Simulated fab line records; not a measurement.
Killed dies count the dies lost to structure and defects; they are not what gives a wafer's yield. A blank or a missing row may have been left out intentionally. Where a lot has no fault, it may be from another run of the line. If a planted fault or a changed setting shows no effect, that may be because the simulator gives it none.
One fault through the eyes of 2 desks | flow nand harc | numbers are kept per desk, each desk with only its own; the story behind them comes last

== THE METROLOGY DESK ==
Lot by lot, what the gauges showed, no matter which tool ran the lot: averages of those sampled wafers that carry a number. The brackets show how far a lot's mean lies from the usual mean; more than 4 standard deviations puts the lot out of limits, marked OUT.
Columns: A = thk nm at NHARC_A_ONON_D1_THK_MEAS_27, usual 1000 nm
lot  | first seen here | A
L523 | day 8 11:22     | 1002
L529 | day 10 15:38    | 1009
L530 | day 11 02:28    | 1001
L536 | day 14 06:10    | 995
L537 | day 14 06:31    | 994
L538 | day 14 06:40    | 1007
L539 | day 14 19:13    | 1005
L540 | day 15 05:22    | 988
L541 | day 15 16:22    | 996
L542 | day 16 05:29    | 1011
L543 | day 17 04:34    | 987
L545 | day 17 12:10    | 985
L544 | day 17 12:11    | 1021
L546 | day 18 05:53    | 989
Result from this desk: across the 14 lots, nothing is out of limits.

== THE DEFECT DESK ==
Lot by lot, what the route's inspections counted, given as the mean of those sampled wafers with a number. The brackets show how far a lot's mean lies from the usual mean; more than 4 standard deviations puts the lot out of limits, marked OUT.
Columns: A = raw defect count at NHARC_A_SOURCE_PLATE_INSPECT_08, usual 64
lot  | first seen here | A
L523 | day 7 23:03     | 84
L529 | day 10 03:26    | 473 (+15) OUT
L530 | day 10 13:12    | 458 (+14) OUT
L536 | day 13 17:49    | 41
L537 | day 13 17:50    | 79
L538 | day 13 17:50    | 63
L539 | day 14 05:38    | 48
L540 | day 14 16:58    | 62
L541 | day 15 04:00    | 49
L542 | day 15 13:13    | 111
L543 | day 16 15:37    | 48
L544 | day 16 20:28    | 53
L545 | day 16 20:28    | 57
L546 | day 17 17:31    | 86
Finding of this desk: L529, L530 out of limits; the first was L529 at day 10 03:26, on raw defect count at NHARC_A_SOURCE_PLATE_INSPECT_08. L523, L536, L537, L538, L539, L540, L541, L542, L543, L544, L545, L546: within limits.

== BROUGHT TOGETHER ==
The defect desk could have raised an alarm at day 10 03:26, on L529, L530.
Metrology desk: nothing out of limits seen.
The metrology desk has L529, L530 on record, within its limits.
All the named lots went through NHARC_A_SOURCE_PLATE_PVD_04 on pvd sputter-03.

== WHAT THE SIMULATOR HAD PUT IN ==
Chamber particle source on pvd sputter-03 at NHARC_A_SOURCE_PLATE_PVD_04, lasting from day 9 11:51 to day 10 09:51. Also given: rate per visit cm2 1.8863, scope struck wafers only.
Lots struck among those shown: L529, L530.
Hours from the fault's start to each desk's first reading out of limits: the defect desk, 16.
